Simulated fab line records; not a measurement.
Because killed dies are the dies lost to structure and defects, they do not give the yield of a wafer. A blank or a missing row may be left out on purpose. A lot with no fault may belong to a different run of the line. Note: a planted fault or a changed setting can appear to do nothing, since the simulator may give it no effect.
Matching of chambers    flow n5-finfet    rie-diel-02 running N5_BEOL_M8_ETCH_66: 4 sister chambers
The step etches SOC in N2/H2, target depth 80 nm, overetch 16 nm, time 120 s. 20 wafers are shown with their chamber, then 10 later ones without.

== WAFERS, EACH WITH ITS CHAMBER ==
wafer   chamber  throttle-valve-pct (%)  drypump-motor-current-A (A)  oes-product-au (a.u.)
L074.1  0        17.8                    5.1                          0.66
L074.4  1        17.2                    5.5                          0.65
L074.5  2        17.9                    6.3                          0.60
L077.1  3        18.2                    5.9                          0.53
L077.2  0        17.8                    5.0                          0.66
L077.4  2        17.9                    6.3                          0.60
L079.1  0        17.8                    5.1                          0.64
L079.3  2        17.9                    6.3                          0.59
L079.6  1        17.2                    5.5                          0.65
L080.3  1        17.2                    5.5                          0.64
L080.4  3        18.2                    5.9                          0.53
L080.5  2        17.9                    6.3                          0.59
L082.3  0        17.8                    5.0                          0.63
L082.4  3        18.2                    6.0                          0.53
L082.5  2        17.9                    6.2                          0.58
L085.2  1        17.3                    5.5                          0.62
L085.5  2        17.9                    6.3                          0.58
L085.6  1        17.3                    5.5                          0.63
L088.1  2        17.9                    6.3                          0.57
L088.3  1        17.3                    5.5                          0.63

SIGNATURES, as means of the wafers listed above
reading                  chamber 0  chamber 1  chamber 2  chamber 3  scatter within a chamber
throttle-valve-pct       17.800     17.250     17.900     18.200     0.0306
drypump-motor-current-A  5.050      5.500      6.286      5.933      0.0397
oes-product-au           0.6475     0.6367     0.5871     0.5300     0.0116
Rule: a wafer's distance from a chamber is the root of the sum, over the readings, of the square of ((its reading less the chamber's mean) divided by the reading's scatter). The wafer belongs to the nearest chamber; if the next one is less than 2 further off, it can't be placed. How the scatter is found: for the shown wafers, subtract from each reading the mean of its chamber, square and add these, divide the total by (wafers less chambers), then take the root.

== WAFERS WHOSE CHAMBER IS MISSING ==
wafer   throttle-valve-pct (%)  drypump-motor-current-A (A)  oes-product-au (a.u.)
L088.4  17.9                    5.0                          0.63
L091.2  17.3                    5.5                          0.61
L091.3  17.8                    6.0                          0.72
L091.6  17.9                    5.0                          0.63
L093.3  17.9                    6.3                          0.57
L093.4  17.3                    5.5                          0.62
L093.6  17.3                    5.6                          0.62
L096.2  17.8                    5.9                          0.69
L096.4  17.3                    5.5                          0.60
L096.6  17.9                    6.3                          0.57

== EACH ONE'S CHAMBER ==
wafer    from the rows above   in truth
L088.4   0                     0
L091.2   1                     1
L091.3   2                     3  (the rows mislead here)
L091.6   0                     0
L093.3   2                     2
L093.4   1                     1
L093.6   1                     1
L096.2   2                     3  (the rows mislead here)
L096.4   1                     1
L096.6   2                     2
Correct placement for 8 of the 10. Number that these rows cannot place: 0. Number placed wrongly: 2.
